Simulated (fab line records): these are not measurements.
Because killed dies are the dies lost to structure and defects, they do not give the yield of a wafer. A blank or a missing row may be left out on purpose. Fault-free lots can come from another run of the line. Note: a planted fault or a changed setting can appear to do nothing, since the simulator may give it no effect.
Comparing a struck lot with a sound one / flow nandHarc / 23 steps out of a route of 1159
Sound: the wafers L853.1, L853.5, L853.6. Struck: wafers L850.3, L850.4, L850.5. Last of all comes the cause.
Per side, at each step with rows, come the tool, then ch with its chambers, and then its first start. Under that, the readings that differ: sound wafers / struck wafers / difference of the means / sigmas: that difference in standard deviations of wafers without a fault.
alike: a reading whose means differ by less than 2 such deviations, as well as words and numbers matching on both sides. not compared: withheld readings; readings where some wafer has no value; bounds like >300 that might hide an equal value; numbers whose values overlap and for which the record gives no deviation.
The two part at a step that has a row with sigmas, a row that says differs or no value, or rows on one side only. Numbers that have no deviation but don't overlap get no sigmas and don't part them. A reading missing from all wafers of one side parts the sides only when that side holds two or more wafers.

first, 1 step without rows for these wafers: NHARC_A_SGD_CUT_ETCH_26 (etches SiO2 in dHF, target depth 45.8 nm).
NHARC_A_SGD_CUT_ETCHBACK_24: etches the open film in CH3F/O2, target depth 50 nm, time 92.857 s.
  sound on rieDiel-01 ch 0,2,3, day 19 00:53; struck on rieDiel-02 ch 2,3, day 19 14:22
  alike: drypumpMotorCurrentA, oesProductAu, rfVppV, showerheadPlenumPTorr, throttleValvePct
  not compared: rfHoursCounterH
then, 1 step without rows for these wafers: NHARC_A_SGD_CUT_STRIP_28 (strips in O2, time 20 s).
NHARC_A_SGD_CUT_INSPECT_25:
  sound on defectInspect-02, day 19 01:07; struck on defectInspect-02, day 19 14:37
  alike: rawDefectCount
then, 1 step without rows for these wafers: NHARC_A_SLIT_DEP_25 (deposits SiO2, target thk 200 nm).
NHARC_A_SLIT_DEP_00: deposits aC, target thk 3200 nm.
  sound on aclDep-01 ch 0, day 19 02:48; struck on aclDep-03 ch 0, day 19 16:50
  alike: susceptorTempC, throttleValvePct
NHARC_A_SLIT_DEP_23: deposits SiON, target thk 100 nm.
  sound on pecvd-03 ch 0,1,2, day 19 04:49; struck on pecvd-02 ch 0,2, day 19 18:10
  alike: heaterPowerW, susceptorTempC
then, 5 steps without rows for these wafers: NHARC_A_SLIT_DEHYDRATE_01 (time 120 s); NHARC_A_SLIT_HMDS_02 (time 30 s); NHARC_A_SLIT_COAT_03 (resist thk 90 nm); NHARC_A_SLIT_SOFTBAKE_04 (time 55 s); NHARC_A_SLIT_EBR_05.
NHARC_A_SLIT_EXPOSE_06: exposes mask SLIT.
  sound on arfiScanner-03 ch 0, day 19 05:14; struck on arfiScanner-01 ch 0, day 19 18:43
reading=exposureDoseMJCm2; sound=60.79 60.63 60.71; struck=58.49 58.57 58.52; difference=-2.18; sigmas=-36
  alike: mask, stageVelMmS
then, 2 steps without rows for these wafers: NHARC_A_SLIT_PEB_07 (peb time 65 s); NHARC_A_SLIT_DEVELOP_08 (develop time 35 s).
NHARC_A_SLIT_CD_MEAS_09: target cd 300 nm.
  sound on cdSem-01 ch 0, day 19 05:22; struck on cdSem-03 ch 0, day 19 18:50
reading=cdNm (nm); sound=299.6 300.1 300.3; struck=298.3 298.0 297.9; difference=-1.9; sigmas=-3
  not compared: hold
NHARC_A_SLIT_OVL_MEAS_10:
  sound on overlay-01, day 19 05:28; struck on overlay-02, day 19 18:56
reading=overlayYNm (nm); sound=-1.5 -1.0 -0.6; struck=1.1 1.2 1.0; difference=+2.1; sigmas=+3
  alike: overlayXNm
  not compared: hold
NHARC_A_SLIT_INSPECT_11:
  sound on defectInspect-02, day 19 05:30; struck on defectInspect-01, day 19 18:58
reading=rawDefectCount; sound=36 35 45; struck=10 9 16; difference=-27; sigmas=-3
NHARC_A_SLIT_DESCUM_14: chemistry O2, time 3 s.
  sound on rieDiel-05 ch 0,1,3, day 19 05:35; struck on rieDiel-03 ch 1,3, day 19 19:02
  alike: drypumpMotorCurrentA, oesProductAu, rfVppV, showerheadPlenumPTorr, throttleValvePct
  not compared: rfHoursCounterH
NHARC_A_SLIT_ETCH_24: etches the open film in CF4/CHF3, target depth 121 nm, time 60.5 s.
  sound on rieDiel-05 ch 0,1, day 19 05:38; struck on rieDiel-03 ch 0,1,3, day 19 19:08
reading=model.A_SLIT.cdOffsetNm (nm); sound=-0.1005 -0.797 -0.5266; struck=-1.89 -1.523 -2.851; difference=-1.61; sigmas=
  alike: drypumpMotorCurrentA, oesProductAu, rfVppV, showerheadPlenumPTorr, throttleValvePct
  not compared: rfHoursCounterH
NHARC_A_SLIT_ETCH_15: etches the open film in O2/COS, target depth 3200 nm, time 832 s.
  sound on rieDiel-05 ch 2,3; struck on rieDiel-03 ch 0,1
reading=model.A_SLIT.cdOffsetNm (nm); sound=-0.0498 -0.8142 0.07251; struck=-2.553 -2.19 -2.953; difference=-2.302; sigmas=
  alike: drypumpMotorCurrentA, oesProductAu, rfVppV, showerheadPlenumPTorr, throttleValvePct
  not compared: rfHoursCounterH
NHARC_A_SLIT_ETCH_17: etches the open film in C4F8/O2/Ar, time 1687.5 s, target depth 10100 nm.
  sound on harEtch-02 ch 0,1, day 19 06:20; struck on harEtch-01 ch 0,1, day 19 20:26
  alike: drypumpMotorCurrentA, escClampCurrentUA, showerheadPlenumPTorr, throttleValvePct
  not compared: rfHoursCounterH
-- jump in the record: it breaks off in module A_SLIT and resumes in module END (first step shown: number 1159 of the route), and 6 days separate the struck wafers' starts before and after --
NHARC_END_SORT_01:
  here the record holds rows for the struck wafers (prober-01 ch 0, day 26 03:32) but none for the sound ones

WHERE THEY PART
At NHARC_A_SLIT_EXPOSE_06 first; at NHARC_END_SORT_01 last (within this record only).

WHY: whatever the simulator had introduced
Process parameters drifting: arfiScanner-01 at NHARC_A_SLIT_EXPOSE_06, beginning at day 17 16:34. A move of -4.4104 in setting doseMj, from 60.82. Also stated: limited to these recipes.
